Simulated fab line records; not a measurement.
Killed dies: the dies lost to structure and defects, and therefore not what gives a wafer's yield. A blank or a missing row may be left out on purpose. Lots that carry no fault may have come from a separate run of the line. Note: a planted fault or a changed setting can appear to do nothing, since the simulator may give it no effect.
Matching of chambers	flow nand_harc	4 sister chambers for NHARC_P_GATE_DESCUM_93 on rie_diel-06
The step chemistry O2, time 3 s. 8 wafers are shown with their chamber, then 11 later ones without.

== WAFERS PAIRED WITH THEIR CHAMBERS ==
wafer	chamber	drypump_motor_current_A (A)	oes_product_au (a.u.)
L077.1	1	5.4	0.979
L080.4	2	6.1	0.991
L086.4	0	6.1	1.001
L086.6	3	5.8	0.997
L087.1	0	6.1	0.991
L087.3	3	5.7	0.998
L087.5	1	5.4	0.992
L087.2	2	6.1	0.997

== WAFERS WHOSE CHAMBER IS MISSING ==
wafer	drypump_motor_current_A (A)	oes_product_au (a.u.)
L087.4	5.4	1.000
L087.6	6.1	1.009
L088.2	5.7	0.987
L088.5	6.1	0.999
L088.6	5.7	1.008
L092.1	5.8	0.988
L092.2	6.2	0.989
L092.3	6.1	0.999
L092.4	5.4	0.987
L092.5	5.3	0.984
L092.6	6.2	0.997

== EACH ONE'S CHAMBER ==
wafer	from the rows above	in truth
L087.4	1	1
L087.6	can't be placed: 0 or 2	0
L088.2	3	3
L088.5	can't be placed: 0 or 2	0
L088.6	3	3
L092.1	3	3
L092.2	can't be placed: 2 or 0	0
L092.3	can't be placed: 0 or 2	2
L092.4	1	1
L092.5	1	1
L092.6	can't be placed: 0 or 2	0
Placed correctly: 6 of 11. These rows do not allow placing 5 (true chamber among the candidates in 5). Number placed wrongly: 0.
How it was worked out, from the rows above alone: a wafer's distance from a chamber is the root of the sum, over the readings, of the square of ((its reading less the chamber's mean) divided by the reading's scatter). If the next closest chamber is less than 2 further off than the closest, the wafer can't be placed; otherwise it belongs to the closest. A chamber's mean is the mean of its shown wafers. The scatter: take each reading less its chamber's mean, square it, sum over the shown wafers, divide by the number of wafers less the number of chambers, and take the root.
